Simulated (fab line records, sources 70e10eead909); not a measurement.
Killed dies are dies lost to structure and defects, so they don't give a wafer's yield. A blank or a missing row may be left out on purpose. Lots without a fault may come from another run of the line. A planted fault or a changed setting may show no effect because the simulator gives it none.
fab line records | flow nand_harc
record lots=6 wafers=16 last_day=32
route steps=1302 shown P_CONTACT@224 END@1302
lots that met no fault: from a run of the same line without faults
start_h: hours from the record's first day to the start of the lot's first wafer shown | wait_h: hours since the lot's step before | " the same as in the row above | L1.1+2: a row that stands for several wafers | - no value, or no start given | * or withheld: withheld | < > ~ a bound
route shown NAME@n: a module of which the file shows steps, and the number in the route of the first | usual: mean/standard deviation of fault-free wafers | same: alike in all rows | chamber/n: place in a boat | sites: the reading at each site | _std_site: their standard deviation | _edge_site: outer sites' mean less inner sites' | radius_mm: how far each site lies from the wafer's centre | mask NAME#n: copy n | behind: the tool/chamber that last shaped the wafer | hold: why the lot was held/for how many hours/how that ended | device: the transistor (n, p or np) that didn't switch | end of line: the same wafers' tests at the end of the route | a step without rows: its recipe alone | killed: dies lost to structure and defects at the first sort, not the wafer's yield | map: a wafer's dies, x killed, . not, _ none there
set.NAME: the setting as run; set.NAME@STEP: as run at that earlier step | model.NAME: the simulator's own value behind a step, which no gauge read
lots at some steps of the route; a table a step, a row a wafer
services: from which hour (start_h, from the record's first day; less than 0 if before it) a tool's chamber was out of use, for how many hours, and why
## steps
# step NHARC_P_CONTACT_COAT_33
# recipe temp_c=260 time_s=75
# step NHARC_P_CONTACT_COAT_34
# recipe temp_c=225 time_s=65
# step NHARC_P_CONTACT_COAT_06
# recipe spin_rpm=1500 resist_thk_nm=90
# step NHARC_P_CONTACT_SOFTBAKE_07
# recipe temp_c=105 time_s=55
# step NHARC_P_CONTACT_EBR_08
# step NHARC_P_CONTACT_EXPOSE_09
# recipe na=1.35 target_cd_nm=90 dose_mj=81.26 mask_id=P_CA
# step NHARC_P_CONTACT_PEB_10
# recipe peb_temp_c=100 peb_time_s=65
# step NHARC_P_CONTACT_DEVELOP_11
# recipe develop_time_s=35 dev_temp_c=23
# step NHARC_P_CONTACT_CD_MEAS_12
# recipe target_cd_nm=90 landing_energy_ev=500
# usual cd_nm=89.7/0.69
# columns lot.wafer tool chamber start_h wait_h cd_nm
L993.2 cd_sem-01 0 141.43 - 90.7
L993.4 " 0 " " 90.2
L993.5 " 0 " " 89.9
L994.2 cd_sem-01 0 151.90 - 89.1
L994.3 " 0 " " 90.0
L994.4 " 0 " " 90.2
L103.3 cd_sem-02 0 236.23 - 90.5
L103.4 " 0 " " 90.2
L103.5 " 0 " " 89.8
L108.3 cd_sem-03 0 287.76 - 90.2
L108.5 " 0 " " 90.1
L111.2 cd_sem-02 0 316.64 - 89.9
L111.4 " 0 " " 90.8
L112.1 cd_sem-01 0 331.90 - 89.8
L112.3 " 0 " " 88.8
L112.6 " 0 " " 89.2
# step NHARC_P_CONTACT_OVL_MEAS_13
# usual overlay_x_nm=-0.2/0.78 overlay_y_nm=-0.4/0.72
# columns lot.wafer tool chamber start_h wait_h overlay_x_nm overlay_y_nm
L993.2 overlay-01 - 141.52 - -0.7 -0.5
L993.4 " - " " -0.4 -0.2
L993.5 " - " " -0.7 0.1
L994.2 overlay-01 - 151.98 - 1.3 0.1
L994.3 " - " " 1.5 -0.2
L994.4 " - " " 1.3 -0.3
L103.3 overlay-01 - 236.32 - -0.3 -0.2
L103.4 " - " " -1.0 -0.9
L103.5 " - " " -0.2 -0.3
L108.3 overlay-02 - 287.84 - -1.1 -1.6
L108.5 " - " " -1.1 -1.1
L111.2 overlay-02 - 316.73 - 0.3 0.2
L111.4 " - " " 0.1 0.6
L112.1 overlay-02 - 331.99 - 0.8 -1.0
L112.3 " - " " 0.3 -0.8
L112.6 " - " " 1.0 -0.5
# step NHARC_P_CONTACT_INSPECT_14
# usual raw_defect_count=3.7/2.2
# columns lot.wafer tool chamber start_h wait_h raw_defect_count
L993.2 defect_inspect-01 - 141.56 0.0 2
L993.4 " - " " 3
L993.5 " - " " 4
L994.2 defect_inspect-01 - 152.02 0.0 6
L994.3 " - " " 5
L994.4 " - " " 2
L103.3 defect_inspect-02 - 236.35 0.0 7
L103.4 " - " " 3
L103.5 " - " " 3
L108.3 defect_inspect-01 - 287.88 0.0 2
L108.5 " - " " 1
L111.2 defect_inspect-01 - 316.77 0.0 3
L111.4 " - " " 0
L112.1 defect_inspect-01 - 332.03 0.0 4
L112.3 " - " " 6
L112.6 " - " " 5
# step NHARC_P_CONTACT_DESCUM_17
# recipe time_s=3 o2_flow_sccm=200 ar_flow_sccm=0 bias_power_w=0 chemistry=O2
# usual drypump_motor_current_A=5.7/0.33 oes_product_au=1.000/0.015 rf_vpp_V=57.8/0.84 showerhead_plenum_p_Torr=1.93/0.081 throttle_valve_pct=11.310/0.0089
# columns lot.wafer tool chamber start_h wait_h drypump_motor_current_A oes_product_au rf_hours_counter_h rf_vpp_V showerhead_plenum_p_Torr throttle_valve_pct
L993.2 rie_diel-08 2 141.62 0.1 5.2 0.998 2.9 57.2 2.04 11.308
L993.4 " 0 " " 5.8 0.996 2.9 57.9 1.92 11.313
L993.5 " 2 " " 5.3 1.003 - 57.8 2.04 11.315
L994.4 rie_diel-08 0 152.08 0.1 5.8 1.015 3.2 58.9 1.92 11.307
L994.3 " 1 " " 5.7 1.006 2.8 58.7 1.97 11.312
L994.2 " 3 " " 5.5 0.979 3.6 58.2 1.81 11.316
L103.3 rie_diel-08 2 236.41 0.1 5.2 0.999 0.8 58.1 2.04 11.303
L103.4 " 3 " " 5.5 0.990 0.9 57.4 1.81 11.319
L103.5 " 3 " " 5.5 0.988 - 57.8 1.81 11.315
L108.3 rie_diel-08 2 287.95 0.1 5.3 1.008 3.0 57.5 2.04 11.313
L108.5 " 3 " " 5.5 0.983 - 56.9 1.81 11.305
L111.4 rie_diel-08 1 316.83 0.1 5.7 1.005 3.5 57.8 1.97 11.304
L111.2 " 3 " " 5.5 1.003 4.2 58.3 1.81 11.298
L112.1 rie_diel-03 0 332.09 0.1 6.1 0.990 1.7 57.3 1.96 11.314
L112.3 " 2 " " 5.1 0.993 2.3 56.8 1.86 11.308
L112.6 " 3 " " 5.9 0.984 - 56.8 1.88 11.305
# step NHARC_P_CONTACT_ETCH_35
# recipe target_depth_a=390 over_etch_frac=0.3 time_s=65 ion_energy_ev=80 cf4_flow_sccm=150 ar_flow_sccm=0 rf_w=300 bias_w=100 chemistry=CF4
# usual drypump_motor_current_A=5.7/0.33 oes_product_au=1.000/0.015 over_etch_frac=0.3/0 rf_vpp_V=151.3/1.2 showerhead_plenum_p_Torr=1.78/0.07 throttle_valve_pct=13.284/0.0097
# columns lot.wafer tool chamber start_h wait_h drypump_motor_current_A oes_product_au over_etch_frac rf_hours_counter_h rf_vpp_V showerhead_plenum_p_Torr throttle_valve_pct
L993.2 rie_diel-08 0 141.70 0.1 5.8 1.005 0.3 2.9 150.7 1.77 13.303
L993.4 " 3 " " 5.5 0.992 0.3 3.1 149.9 1.68 13.292
L993.5 " 0 " " 5.8 1.009 0.3 - 151.6 1.77 13.282
L994.3 rie_diel-08 3 152.17 0.1 5.5 0.980 0.3 3.6 150.2 1.68 13.286
L994.4 " 0 " " 5.7 0.999 0.3 3.3 152.2 1.77 13.287
L994.2 " 1 " " 5.7 0.988 0.3 2.8 152.1 1.82 13.274
L103.3 rie_diel-08 3 236.50 0.1 5.5 0.997 0.3 1.0 150.7 1.68 13.265
L103.4 " 1 " " 5.7 0.987 0.3 0.8 151.2 1.82 13.278
L103.5 " 0 " " 5.8 0.993 0.3 - 151.8 1.77 13.283
L108.3 rie_diel-08 2 288.04 0.1 5.2 1.007 0.51278 3.0 151.6 1.88 13.283
L108.5 " 1 " " 5.7 0.984 0.3 - 152.1 1.82 13.283
L111.2 rie_diel-08 2 316.91 0.1 5.2 1.010 0.51278 3.8 153.1 1.88 13.288
L111.4 " 3 " " 5.5 0.996 0.3 4.2 150.8 1.68 13.289
L112.3 rie_diel-03 0 332.19 0.1 6.1 0.986 0.3 1.7 152.2 1.81 13.288
L112.1 " 3 " " 5.9 0.974 0.3 2.1 151.2 1.74 13.279
L112.6 " 0 " " 6.2 0.995 0.3 - 151.7 1.81 13.282
# step NHARC_P_CONTACT_ETCH_36
# recipe target_depth_a=2600 over_etch_frac=0.25 time_s=406.25 ion_energy_ev=200 n2_flow_sccm=150 h2_flow_sccm=150 ar_flow_sccm=0 rf_w=400 bias_w=150 chemistry=N2/H2
# usual drypump_motor_current_A=5.7/0.33 n2_flow_sccm=150.0/0.42 oes_product_au=1.000/0.016 over_etch_frac=0.25/0 rf_vpp_V=430.8/2.7 showerhead_plenum_p_Torr=2.05/0.093 throttle_valve_pct=14.172/0.0081
# columns lot.wafer tool chamber start_h wait_h drypump_motor_current_A n2_flow_sccm oes_product_au over_etch_frac rf_hours_counter_h rf_vpp_V showerhead_plenum_p_Torr throttle_valve_pct
L993.4 rie_diel-08 2 - - 5.3 149.8 0.995 0.25 3.0 434.0 2.18 14.172
L993.2 " 1 " " 5.7 149.2 0.984 0.25 2.5 432.4 2.10 14.173
L993.5 " 3 " " 5.5 150.3 0.983 0.25 - 426.5 1.93 14.175
L994.3 rie_diel-08 2 - - 5.2 149.7 1.008 0.25 3.5 434.4 2.18 14.163
L994.4 " 3 " " 5.5 149.3 0.991 0.25 3.7 426.3 1.93 14.176
L994.2 " 1 " " 5.7 150.0 0.987 0.25 2.9 432.1 2.10 14.162
L103.4 rie_diel-08 1 - - 5.7 149.9 0.986 0.25 0.9 433.0 2.10 14.177
L103.3 " 2 " " 5.3 150.2 1.000 0.25 0.9 433.7 2.18 14.186
L103.5 " 0 " " 5.7 150.2 0.987 0.25 - 431.4 2.04 14.189
L108.3 rie_diel-08 3 - - 5.5 150.2 0.999 0.25 2.9 426.8 1.93 14.172
L108.5 " 2 " " 5.3 150.1 1.006 0.25 - 435.2 2.18 14.189
L111.2 rie_diel-08 2 - - 5.3 150.3 1.012 0.25 3.8 434.0 2.18 14.179
L111.4 " 3 " " 5.5 149.5 0.994 0.25 4.2 426.2 1.93 14.170
L112.3 rie_diel-03 0 - - 6.2 150.2 0.991 0.25 1.8 432.0 2.09 14.178
L112.1 " 2 " " 5.0 149.7 0.986 0.25 2.4 428.3 1.98 14.171
L112.6 " 0 " " 6.2 150.3 1.001 0.25 - 431.5 2.09 14.172
# step NHARC_END_SORT_01
# recipe temp_c=25
# usual killed_at_array=52/18 killed_at_other=1.0/1.4 killed_at_periphery=3.1/2.3 killed_dies=56/17 killed_open=3.0/1.7 killed_short=2.5/1.7
# same gross_dies=677
# columns lot.wafer tool chamber start_h wait_h killed_at_array killed_at_other killed_at_periphery killed_dies killed_open killed_short
L108.3 prober-01 0 711.46 3.1 44 0 3 47 2 2
L108.5 prober-01 0 713.05 3.7 57 0 4 61 3 5
# killed by level:class
L108.3 A_CHANNEL_HOLE_D1:chamber_film_flake=27 A_STAIRCASE:chamber_film_flake=5 A_SLIT:chamber_film_flake=3 A_CONTACT:chamber_film_flake=3 P_GATE:chamber_film_flake=2 A_BLC:chamber_film_flake=2 P_M1:geometric_particle:open=1 A_CHANNEL_HOLE_D1:geometric_particle:short=1
L108.5 A_CHANNEL_HOLE_D1:chamber_film_flake=29 A_CONTACT:chamber_film_flake=13 A_STAIRCASE:chamber_film_flake=5 A_SLIT:chamber_film_flake=4 A_WL_FILL:geometric_particle:short=2 P_STI:geometric_particle:short=1 P_CONTACT:geometric_particle:open=1 P_M0:geometric_particle:short=1
## services
# columns tool chamber start_h hours kind
rie_diel-08 0 120.31 3.4 repair
rie_diel-08 1 120.80 - clean
rie_diel-08 2 120.80 - clean
rie_diel-08 3 120.80 - clean
rie_diel-08 0 145.30 - clean
rie_diel-08 1 145.30 - clean
rie_diel-08 2 145.30 - clean
rie_diel-08 3 145.30 - clean
rie_diel-08 0 169.80 - clean
rie_diel-08 1 169.80 - clean
rie_diel-08 2 169.80 - clean
rie_diel-08 3 169.80 - clean
rie_diel-08 3 190.51 7.5 repair
rie_diel-08 - 190.80 9.0 pm
rie_diel-08 0 190.80 9.0 vent_cycle
rie_diel-08 1 190.80 9.0 vent_cycle
rie_diel-08 2 190.80 9.0 vent_cycle
rie_diel-08 0 199.80 - clean
rie_diel-08 1 199.80 - clean
rie_diel-08 1 240.20 20.7 repair
rie_diel-08 3 241.24 7.3 repair
rie_diel-03 - 288.12 9.0 pm
rie_diel-08 2 292.48 4.4 repair
rie_diel-03 1 331.50 14.4 repair
## key
first_sign step=NHARC_P_CONTACT_ETCH_35 reading=over_etch_frac direction=up sigmas=99+ usual=0.3 struck=0.51278
effect none on later readings
met_at NHARC_P_CONTACT_ETCH_35
struck_wafers L108.3,L111.2
rows_end L111.2
tester_left_out L108
fault kind=process_parameter_drift tool=rie_diel-08 chamber=2 onset_h=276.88 steps=NHARC_P_CONTACT_ETCH_35 channel=over_etch_frac offset=0.21278 shape=step acts_in=these_recipes_only stated=0.3
# tester_left_out: of these lots the tester's yield and bins aren't shown, on N5 and GAA mostly nor the transistor test; their killed dies are dies lost to structure and defects alone, not to doping, threshold or leakage, so they don't give the yield
# rows_end: these wafers met a further fault down the route, and their rows from its step on are left out
